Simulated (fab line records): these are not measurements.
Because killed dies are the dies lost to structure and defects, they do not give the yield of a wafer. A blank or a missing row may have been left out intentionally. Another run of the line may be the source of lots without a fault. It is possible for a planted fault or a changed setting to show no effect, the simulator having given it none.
fab line records	flow nand_harc	part 2 of 2: steps 5 to 6 of 6
record: lots: 23	wafers: 69	last_day: 33
route steps=1302 shown A_STAIRCASE@677
lots with no fault: from the same line, run without faults
start_h: hours from the record's first day to the start of the lot's first wafer shown	wait_h: hours from the lot's prior step to this one	" same as the row above	L1.1+2: several wafers, shown together as one row	- no value present, or no start provided	* or withheld: withheld	< > ~ a bound
route shown NAME@n: NAME is a module with steps in the file, n the number in the route of the first one	usual: average and standard deviation across the fault-free wafers	same: alike in all rows	chamber/n: place in a boat	sites: the reading at each site	_std_site: the standard deviation of these	_edge_site: outer sites' mean less inner sites'	radius_mm: how far each site lies from the wafer's centre	mask NAME#n: copy n	behind: the tool/chamber that last shaped the wafer	hold: cause of the lot's hold/its duration in hours/its outcome	device: names the non-switching transistor (n, p or np)	end of line: tests of these same wafers at the route's end	a step without rows: its recipe alone	killed: the dies lost at the first sort to structure and to defects; this is not the yield of the wafer	map: shows each die of a wafer: x if killed, . if not, _ if none is there
set.NAME: the setting that was run; set.NAME@STEP: the one run at that earlier step	model.NAME: the simulator's own value behind a step, which no gauge read
steps of the route over a sample of lots; a table a step, a row a wafer
services: from which hour (start_h, from the record's first day; less than 0 if before it) a tool's chamber was out of use, for how many hours, and why
== steps ==
step: NHARC_A_STAIRCASE_TRIM_229
recipe: time_s: 211.2	o2_flow_sccm: 500	ar_flow_sccm: 0	bias_w: 0	chemistry: O2
usual: drypump_motor_current_A: 5.6/0.44	o2_flow_sccm: 500.2/1.6	oes_product_au: 0.998/0.0092	rf_vpp_V: 57.8/0.82	showerhead_plenum_p_Torr: 3.53/0.12	throttle_valve_pct: 17.036/0.0085
lot.wafer	tool	chamber	start_h	wait_h	drypump_motor_current_A	o2_flow_sccm	oes_product_au	rf_hours_counter_h	rf_vpp_V	showerhead_plenum_p_Torr	throttle_valve_pct
L075.1	rie_diel-03	1	370.69	0.1	5.7	503.6	1.003	25	58.3	3.38	17.043
L075.4	"	1	"	"	5.7	503.3	1.000	-	59.7	3.38	17.037
L075.6	"	1	"	"	5.7	503.3	1.001	-	56.7	3.38	17.042
L074.2	rie_diel-10	2	371.16	0.1	6.1	502.8	0.987	37	58.2	3.75	17.023
L074.1	"	0	"	"	5.5	503.3	0.995	34	57.6	3.56	17.050
L074.5	"	0	"	"	5.4	502.1	0.994	-	57.9	3.56	17.037
L076.3	rie_diel-10	1	385.66	0.1	6.4	502.0	0.991	37	56.6	3.53	17.029
L076.2	"	2	"	"	6.1	500.3	0.993	41	57.6	3.75	17.037
L076.4	"	3	"	"	4.7	498.9	0.987	39	58.0	3.52	17.037
L077.2	rie_diel-09	2	391.53	0.1	5.2	499.4	1.008	19	57.9	3.43	17.030
L077.1	"	0	"	"	5.2	498.6	1.012	20	59.3	3.48	17.041
L077.3	"	1	"	"	6.0	500.3	0.992	16	58.1	3.66	17.039
L078.2	rie_diel-03	3	391.84	0.1	5.9	496.9	1.000	30	58.3	3.67	17.043
L078.1	"	2	"	"	5.4	498.2	1.002	25	58.9	3.68	17.041
L078.6	"	0	"	"	6.0	499.1	0.989	-	55.5	3.34	17.032
L079.2	rie_diel-03	3	423.62	0.1	5.9	500.1	1.003	42	58.1	3.66	17.041
L079.5	"	1	"	"	5.7	500.7	0.991	-	58.5	3.37	17.037
L079.6	"	2	"	"	5.4	501.2	0.991	-	57.6	3.67	17.034
L080.4	rie_diel-10	3	429.97	0.1	4.7	500.5	0.995	0	57.2	3.51	17.014
L080.2	"	0	"	"	5.5	502.1	0.994	0	59.6	3.55	17.038
L080.1	"	2	"	"	6.1	498.1	0.989	0	58.4	3.74	17.037
L081.3	rie_diel-09	2	430.52	0.1	5.2	498.8	1.008	32	57.0	3.42	17.042
L081.1	"	3	"	"	5.6	497.5	1.006	30	57.5	3.60	17.022
L081.5	"	1	"	"	6.0	501.9	0.996	-	58.3	3.66	17.027
L082.4	rie_diel-10	0	451.47	0.1	5.4	499.2	0.992	8	57.0	3.55	17.051
L082.2	"	3	"	"	4.7	502.9	0.990	9	57.5	3.50	17.035
L082.5	"	0	"	"	5.5	500.0	0.996	-	57.1	3.55	17.030
L083.2	rie_diel-03	3	454.36	0.1	5.9	499.5	1.011	51	59.1	3.66	17.041
L083.4	"	0	"	"	6.0	497.7	0.995	53	57.0	3.33	17.025
L083.1	"	1	"	"	5.7	498.4	1.004	50	57.4	3.37	17.051
L084.1	rie_diel-09	3	464.01	0.1	5.7	501.2	1.000	40	57.8	3.60	17.023
L084.4	"	2	"	"	5.2	502.1	1.017	42	57.5	3.42	17.039
L084.6	"	0	"	"	5.2	499.9	1.008	-	56.9	3.47	17.033
L086.2	rie_diel-10	0	480.40	0.1	5.4	499.8	0.989	21	56.9	3.54	17.038
L086.1	"	3	"	"	4.7	502.0	0.994	21	57.3	3.50	17.032
L086.5	"	1	"	"	6.4	499.8	0.998	-	57.0	3.52	17.042
L087.2	rie_diel-03	3	480.98	0.1	5.9	500.7	1.004	2	58.9	3.65	17.052
L087.5	"	2	"	"	5.4	498.6	1.001	-	58.4	3.66	17.036
L087.6	"	3	"	"	5.9	499.9	1.009	-	59.1	3.65	17.035
L085.1	rie_diel-09	2	481.51	0.1	5.2	501.0	1.007	48	57.2	3.41	17.049
L085.2	"	0	"	"	5.2	499.1	1.011	45	58.0	3.46	17.023
L085.5	"	1	"	"	6.0	500.5	0.988	-	57.3	3.65	17.045
L088.3	rie_diel-09	0	501.39	0.1	5.2	502.7	1.029	52	58.9	3.46	17.035
L088.6	"	1	"	"	6.0	500.3	1.000	-	57.8	3.64	17.012
L088.5	"	2	"	"	5.2	501.2	0.999	-	59.6	3.41	17.031
L090.2	rie_diel-09	0	534.91	0.1	5.2	500.0	1.006	7	58.4	3.45	17.036
L090.5	"	3	"	"	5.7	499.9	1.015	-	58.3	3.59	17.050
L090.6	"	0	"	"	5.2	500.3	0.996	-	56.1	3.45	17.047
L092.4	rie_diel-03	3	542.20	0.1	5.9	498.6	1.003	21	57.4	3.64	17.041
L092.1	"	2	"	"	5.4	501.6	0.988	22	57.0	3.65	17.035
L092.6	"	0	"	"	6.0	500.0	1.012	-	56.1	3.32	17.028
L091.2	rie_diel-09	2	543.01	0.1	5.2	502.0	0.992	8	56.3	3.41	17.039
L091.3	"	3	"	"	5.7	500.6	0.995	11	57.0	3.59	17.041
L091.1	"	1	"	"	6.0	498.1	0.973	8	58.2	3.64	17.041
L093.4	rie_diel-10	0	561.63	0.1	5.4	501.8	0.991	49	57.6	3.52	17.020
L093.5	"	0	"	"	5.5	500.2	1.006	-	58.1	3.52	17.029
L093.6	"	1	"	"	6.4	499.0	1.005	-	58.2	3.50	17.036
L094.1	rie_diel-03	1	565.65	0.1	5.7	501.6	0.991	27	58.1	3.35	17.045
L094.3	"	2	"	"	5.4	504.2	1.001	27	59.3	3.65	17.025
L094.6	"	1	"	"	5.7	500.6	0.995	-	58.3	3.35	17.037
L095.4	rie_diel-09	0	577.39	0.1	5.2	502.3	1.002	19	58.3	3.45	17.042
L095.3	"	1	"	"	6.0	501.5	0.988	16	58.6	3.63	17.033
L095.5	"	3	"	"	5.6	499.7	0.998	-	58.2	3.58	17.025
L097.4	rie_diel-09	3	590.16	0.1	5.7	502.0	0.988	22	57.5	3.58	17.025
L097.3	"	1	"	"	6.0	499.0	0.991	19	57.9	3.63	17.039
L097.6	"	3	"	"	5.7	499.5	0.999	-	57.4	3.58	17.026
L096.4	rie_diel-10	2	590.29	0.1	6.1	499.2	0.990	62	57.6	3.71	17.045
L096.1	"	0	"	"	5.4	499.4	1.006	59	58.1	3.52	17.042
L096.6	"	3	"	"	4.7	501.1	0.991	-	58.6	3.48	17.029
step: NHARC_A_STAIRCASE_TRIM_233
recipe: time_s: 211.2	o2_flow_sccm: 500	ar_flow_sccm: 0	bias_w: 0	chemistry: O2
usual: drypump_motor_current_A: 5.6/0.44	o2_flow_sccm: 499.7/1.5	oes_product_au: 1.000/0.0093	rf_vpp_V: 57.6/0.9	showerhead_plenum_p_Torr: 3.52/0.12	throttle_valve_pct: 17.036/0.0094
lot.wafer	tool	chamber	start_h	wait_h	drypump_motor_current_A	o2_flow_sccm	oes_product_au	rf_hours_counter_h	rf_vpp_V	showerhead_plenum_p_Torr	throttle_valve_pct
L075.1	rie_diel-03	0	-	-	6.0	502.2	0.999	28	57.7	3.34	17.065
L075.4	"	0	"	"	5.9	499.4	1.007	-	58.0	3.34	17.039
L075.6	"	1	"	"	5.7	500.4	1.005	-	57.3	3.38	17.049
L074.1	rie_diel-10	0	-	-	5.5	500.6	1.000	34	56.7	3.56	17.034
L074.2	"	2	"	"	6.0	499.9	0.992	38	58.3	3.75	17.047
L074.5	"	2	"	"	6.1	500.0	0.996	-	58.5	3.75	17.029
L076.3	rie_diel-10	3	-	-	4.7	500.2	1.002	39	57.8	3.51	17.057
L076.2	"	0	"	"	5.4	501.7	1.002	38	58.3	3.56	17.035
L076.4	"	1	"	"	6.5	501.5	1.012	38	58.0	3.53	17.032
L077.3	rie_diel-09	0	-	-	5.2	501.7	1.008	21	59.1	3.48	17.042
L077.1	"	1	"	"	6.0	498.9	1.003	16	57.9	3.66	17.038
L077.2	"	2	"	"	5.2	497.4	1.009	19	57.2	3.43	17.035
L078.1	rie_diel-03	2	-	-	5.4	497.6	0.989	25	58.9	3.68	17.045
L078.2	"	3	"	"	5.9	499.6	1.009	30	57.4	3.67	17.018
L078.6	"	1	"	"	5.7	498.2	0.999	-	59.4	3.38	17.039
L079.2	rie_diel-03	1	-	-	5.7	500.6	1.009	40	56.2	3.37	17.028
L079.5	"	1	"	"	5.7	497.5	1.007	-	57.1	3.37	17.042
L079.6	"	2	"	"	5.4	502.0	1.000	-	56.6	3.67	17.041
L080.1	rie_diel-10	0	-	-	5.4	502.1	0.996	1	58.0	3.55	17.036
L080.2	"	1	"	"	6.4	498.5	1.003	1	57.1	3.53	17.043
L080.4	"	3	"	"	4.7	499.8	0.998	1	59.7	3.51	17.041
L081.3	rie_diel-09	0	-	-	5.2	501.0	1.016	33	57.7	3.47	17.049
L081.1	"	1	"	"	6.0	498.2	1.000	30	57.7	3.65	17.028
L081.5	"	1	"	"	6.0	500.5	0.999	-	59.4	3.66	17.027
L082.2	rie_diel-10	0	-	-	5.5	500.9	1.002	8	58.6	3.55	17.039
L082.4	"	2	"	"	6.1	500.3	0.977	9	57.1	3.74	17.027
L082.5	"	1	"	"	6.4	498.1	0.990	-	56.5	3.52	17.029
L083.4	rie_diel-03	0	-	-	6.0	498.4	0.990	54	56.6	3.33	17.044
L083.2	"	2	"	"	5.4	498.1	1.005	47	58.0	3.66	17.039
L083.1	"	3	"	"	5.9	500.6	1.002	52	57.8	3.66	17.032
L084.1	rie_diel-09	1	-	-	6.0	502.3	0.990	43	57.6	3.65	17.032
L084.4	"	3	"	"	5.6	501.1	1.001	40	57.9	3.60	17.037
L084.6	"	1	"	"	6.0	501.4	0.989	-	57.9	3.65	17.038
L086.2	rie_diel-10	0	-	-	5.4	499.4	0.995	21	57.6	3.54	17.029
L086.1	"	2	"	"	6.1	500.6	0.980	22	57.9	3.73	17.042
L086.5	"	3	"	"	4.7	497.3	1.002	-	56.0	3.50	17.034
L087.2	rie_diel-03	3	-	-	5.9	497.8	0.990	3	57.3	3.65	17.040
L087.6	"	0	"	"	5.9	499.9	1.016	-	57.3	3.33	17.029
L087.5	"	1	"	"	5.7	502.0	0.986	-	57.7	3.36	17.034
L085.2	rie_diel-09	2	-	-	5.2	498.6	1.013	49	56.6	3.41	17.040
L085.1	"	3	"	"	5.7	498.8	1.013	46	57.0	3.60	17.031
L085.5	"	3	"	"	5.7	501.6	0.999	-	59.0	3.60	17.030
L088.3	rie_diel-09	2	-	-	5.2	497.6	1.009	55	57.0	3.41	17.048
L088.5	"	3	"	"	5.6	500.5	1.002	-	57.4	3.59	17.039
L088.6	"	0	"	"	5.2	498.0	1.031	-	57.9	3.46	17.040
L090.2	rie_diel-09	0	-	-	5.2	501.4	1.017	7	58.6	3.45	17.045
L090.6	"	2	"	"	5.2	498.6	0.992	-	58.2	3.41	17.032
L090.5	"	3	"	"	5.6	499.6	1.006	-	60.1	3.59	17.043
L092.1	rie_diel-03	0	-	-	6.0	499.7	1.009	20	56.3	3.32	17.030
L092.4	"	1	"	"	5.7	501.9	1.000	20	56.9	3.35	17.021
L092.6	"	0	"	"	6.0	500.6	1.007	-	56.5	3.32	17.033
L091.3	rie_diel-09	3	-	-	5.6	498.2	0.995	11	57.3	3.59	17.032
L091.2	"	1	"	"	6.0	497.4	0.996	8	58.6	3.64	17.023
L091.1	"	2	"	"	5.2	500.6	0.988	9	57.7	3.41	17.040
L093.4	rie_diel-10	3	-	-	4.7	498.4	0.992	47	57.6	3.48	17.028
L093.6	"	1	"	"	6.5	497.0	1.007	-	56.2	3.50	17.041
L093.5	"	2	"	"	6.1	501.2	1.013	-	59.0	3.71	17.036
L094.1	rie_diel-03	0	-	-	6.0	499.3	1.006	28	57.6	3.31	17.043
L094.3	"	2	"	"	5.4	499.5	0.997	27	56.9	3.65	17.058
L094.6	"	0	"	"	6.0	501.7	1.015	-	58.5	3.31	17.043
L095.4	rie_diel-09	1	-	-	6.0	498.4	0.991	16	58.2	3.63	17.022
L095.3	"	3	"	"	5.7	503.0	1.004	19	57.5	3.58	17.027
L095.5	"	1	"	"	6.0	498.9	0.993	-	59.6	3.63	17.029
L096.4	rie_diel-10	3	-	-	4.7	500.4	0.993	55	57.8	3.48	17.060
L096.1	"	0	"	"	5.4	500.3	1.006	59	57.4	3.52	17.035
L096.6	"	2	"	"	6.1	499.2	0.988	-	56.6	3.71	17.034
L097.4	rie_diel-09	0	-	-	5.2	498.5	1.007	22	57.8	3.45	17.033
L097.3	"	2	"	"	5.2	499.9	0.992	20	57.4	3.40	17.035
L097.6	"	1	"	"	6.0	499.2	0.999	-	58.3	3.63	17.043
== services ==
tool	chamber	start_h	hours	kind
rie_diel-09	1	355.22	3.2	repair
rie_diel-09	0	361.61	-	clean
rie_diel-09	1	361.61	-	clean
rie_diel-09	2	361.61	-	clean
rie_diel-09	3	361.61	-	clean
rie_diel-10	1	369.32	8.0	repair
rie_diel-03	2	369.93	12.0	repair
rie_diel-03	3	370.39	2.1	repair
rie_diel-10	1	378.72	2.8	repair
rie_diel-09	0	386.11	-	clean
rie_diel-09	1	386.11	-	clean
rie_diel-09	2	386.11	-	clean
rie_diel-09	-	387.69	0.7	repair
rie_diel-03	-	395.41	1.0	repair
rie_diel-03	1	403.32	2.8	repair
rie_diel-03	3	408.20	4.4	repair
rie_diel-09	0	431.92	13.8	repair
rie_diel-03	-	459.60	9.0	pm
rie_diel-09	-	502.82	9.0	pm
rie_diel-10	1	506.13	3.3	repair
rie_diel-09	-	533.00	1.8	repair
rie_diel-09	0	537.11	4.2	repair
rie_diel-10	3	552.44	4.8	repair
rie_diel-10	1	565.58	7.9	repair
